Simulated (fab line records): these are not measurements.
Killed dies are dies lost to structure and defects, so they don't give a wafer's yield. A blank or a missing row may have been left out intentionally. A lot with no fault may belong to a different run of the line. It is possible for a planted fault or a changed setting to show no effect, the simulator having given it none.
Chamber matching | flow n5 finfet | rie diel-06 running N5_BEOL_M8_STRIP_36: 4 sister chambers
The step strips in N2/H2. 8 wafers are shown with their chamber, then 9 later ones without.

## WAFERS PAIRED WITH THEIR CHAMBERS
wafer  | chamber | drypump motor current A (A) | showerhead plenum p Torr (Torr)
L081.3 | 2       | 6.3                         | 2.71
L085.2 | 3       | 5.2                         | 2.41
L090.3 | 0       | 5.8                         | 2.63
L090.4 | 3       | 5.2                         | 2.41
L090.5 | 1       | 5.4                         | 2.51
L092.1 | 1       | 5.5                         | 2.50
L092.2 | 2       | 6.3                         | 2.70
L092.5 | 0       | 5.8                         | 2.62

## WAFERS WHOSE CHAMBER IS MISSING
wafer  | drypump motor current A (A) | showerhead plenum p Torr (Torr)
L094.1 | 5.4                         | 2.50
L094.2 | 6.3                         | 2.70
L094.4 | 5.3                         | 2.40
L093.1 | 6.2                         | 2.70
L093.2 | 5.4                         | 2.50
L093.5 | 5.8                         | 2.62
L095.1 | 5.5                         | 2.50
L095.3 | 5.2                         | 2.40
L095.6 | 5.8                         | 2.62

## WHICH CHAMBER EACH WENT THROUGH
wafer  | from the rows above | in truth
L094.1 | 1                   | 1
L094.2 | 2                   | 2
L094.4 | 3                   | 3
L093.1 | 2                   | 2
L093.2 | 1                   | 1
L093.5 | 0                   | 0
L095.1 | 1                   | 1
L095.3 | 3                   | 3
L095.6 | 0                   | 0
9 of 9 placed correctly. From these rows, 0 cannot be placed. 0 placed wrongly.
How it was worked out, from the rows above alone: a wafer's distance from a chamber is the root of the sum, over the readings, of the square of ((its reading less the chamber's mean) divided by the reading's scatter). The wafer belongs to the nearest chamber; if the next one is less than 2 further off, it can't be placed. For every chamber, the mean is computed from those of its wafers that are shown. The scatter is the square root of a quotient: the sum, over the shown wafers, of each reading's squared deviation from its chamber's mean, divided by wafers minus chambers.
